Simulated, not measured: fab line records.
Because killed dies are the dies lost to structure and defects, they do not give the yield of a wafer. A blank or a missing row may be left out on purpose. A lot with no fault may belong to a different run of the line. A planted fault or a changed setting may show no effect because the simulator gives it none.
Problem report in the 8D (eight disciplines) form, filled by code    flow n5Finfet    the parts of the form that need people (team, actions taken, sign-off) are left out

1. WHAT WENT WRONG
barrierFieldEndpointS at N5_BEOL_M9_CMP_52 reads a mean of 16.2 s on 3 wafers of 2 lots; wafers without a fault read 29.3 s with a standard deviation of 0.58. Measured from the usual mean, that is -23 standard deviations.
The step: polishes, stops on SiCOH lowk, t overpolish 7 s, target thk 140 nm.
First seen on wafer L561.4, day 14 03:09, on cmp-01. At this step, 39 wafers from 13 lots have a number in the record. By rule, "out" or "out of limits" means more than 4 standard deviations away from the usual mean. Any other wafer with a number is counted as sound.

2. WHAT IT IS; WHAT IT IS NOT
question                     is                                      is not
which readings at this step  barrierFieldEndpointS, timeToEndpointS  clearingPlatenRpm, motorCurrentA, overpolishRunS
which lots                   L559, L561                              L543, L545, L548, L549, L550, L551, L552, L562, L563, L564, L566
which wafers of those lots   L559.6, L561.4, L561.6                  L559.2, L559.5, L561.1
read on which tools          cmp-01                                  cmp-02, cmp-03
when                         from day 14 03:09                       up to then (22 sound wafers); but 14 sound wafers of L559, L562, L563, L564, L566 came after

3. THE SUSPECTS, EACH WITH WHAT RULES IT OUT
Counting: a tool at a process step up to the reading stays a suspect if it ran every lot that is out. Sound lots after the first of them don't rule it out here, since some wafers of a struck lot are sound.
- cmp-01 at N5_BEOL_M9_CMP_52 (polishes, stops on SiCOH lowk, t overpolish 7 s, target thk 140 nm): kept. It ran every lot that is out, first L561 (day 14 03:09); its last sound lot up to then is L548 (day 11 09:16). Out on those wafers are its own readings of barrierFieldEndpointS, timeToEndpointS.
Left after counting: cmp-01 at N5_BEOL_M9_CMP_52.

4. THE CAUSE (what the simulator had put in)
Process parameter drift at N5_BEOL_M9_CMP_52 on cmp-01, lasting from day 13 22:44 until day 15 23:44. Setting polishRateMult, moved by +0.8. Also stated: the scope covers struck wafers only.
Only this tool survived the counting.

5. THE CHAIN OF EFFECTS, in route order
One row per reading whose mean, taken over the struck wafers that have a number, lies over 3 standard deviations from the usual. Only readings whose record carries a usual standard deviation are examined. hours: median over the lots of the time between each lot's start at the first step of this table that gives one and its start at this step. sigmas: the change, counted in usual standard deviations.
hours  step               reading                usual   on struck wafers  change  sigmas
0      N5_BEOL_M9_CMP_52  barrierFieldEndpointS  29.3 s  16.2              -13.1   -23
0      N5_BEOL_M9_CMP_52  timeToEndpointS        67.0 s  36.8              -30.2   -12
The process steps in it:
- N5_BEOL_M9_CMP_52: polishes, stops on SiCOH lowk, t overpolish 7 s, target thk 140 nm.
At these later measuring or inspecting steps, every struck wafer for which the step has a row has a number for every such reading, and none has moved that far: N5_BEOL_M10_THK_MEAS_01.

6. WHAT WOULD HAVE CAUGHT IT SOONER
First out-of-limits reading in this record: day 14 03:09, which is 4 hours after fault onset at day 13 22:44.
